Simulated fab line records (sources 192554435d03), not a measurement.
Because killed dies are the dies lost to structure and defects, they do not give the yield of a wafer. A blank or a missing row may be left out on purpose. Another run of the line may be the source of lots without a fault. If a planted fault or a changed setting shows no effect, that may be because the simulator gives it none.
Matching of chambers -- flow n5Finfet -- 4 sister chambers for N5_FIN_SAQP_MANDREL2_REMOVE_60 on rieSi-02
The step chemistry HBr/Cl2/O2, target a-Si, stops on SiNx, bt time 10 s. 8 wafers are shown with their chamber, then 9 later ones without.

## WAFERS PAIRED WITH THEIR CHAMBERS
wafer,chamber,oesProductAu (a.u.),HBr_flow_sccm (sccm)
L083.2,2,1.015,149.9
L083.3,3,1.030,150.1
L084.4,0,0.992,150.5
L084.5,1,0.984,150.4
L084.6,0,1.002,150.4
L090.1,1,0.971,151.0
L090.2,2,0.993,149.7
L090.4,3,1.032,150.0

## WAFERS WITH NO CHAMBER GIVEN
wafer,oesProductAu (a.u.),HBr_flow_sccm (sccm)
L092.1,1.042,149.9
L092.3,1.001,149.8
L092.4,0.986,149.8
L093.1,0.978,150.7
L093.2,1.030,150.5
L093.5,1.006,150.6
L095.4,1.034,150.0
L095.5,0.993,150.1
L095.6,1.023,150.3

## EACH ONE'S CHAMBER
wafer,from the rows above,in truth
L092.1,3,3
L092.3,2,2
L092.4,can't be placed: 2 or 0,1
L093.1,1,1
L093.2,can't be placed: 3 or 0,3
L093.5,can't be placed: 0 or 1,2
L095.4,3,3
L095.5,can't be placed: 0 or 2 or 1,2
L095.6,can't be placed: 3 or 0 or 2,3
Correct placement for 4 of the 9. Cannot be placed on the basis of these rows: 5; the candidates contain the true chamber in 3. Number placed wrongly: 0.
How it was worked out, from the rows above alone: a wafer's distance from a chamber is the root of the sum, over the readings, of the square of ((its reading less the chamber's mean) divided by the reading's scatter). The wafer belongs to the nearest chamber; if the next one is less than 2 further off, it can't be placed. For every chamber, the mean is computed from those of its wafers that are shown. The scatter: the root of (the sum of the squares of (reading less its chamber's mean) over the shown wafers, divided by (wafers less chambers)).
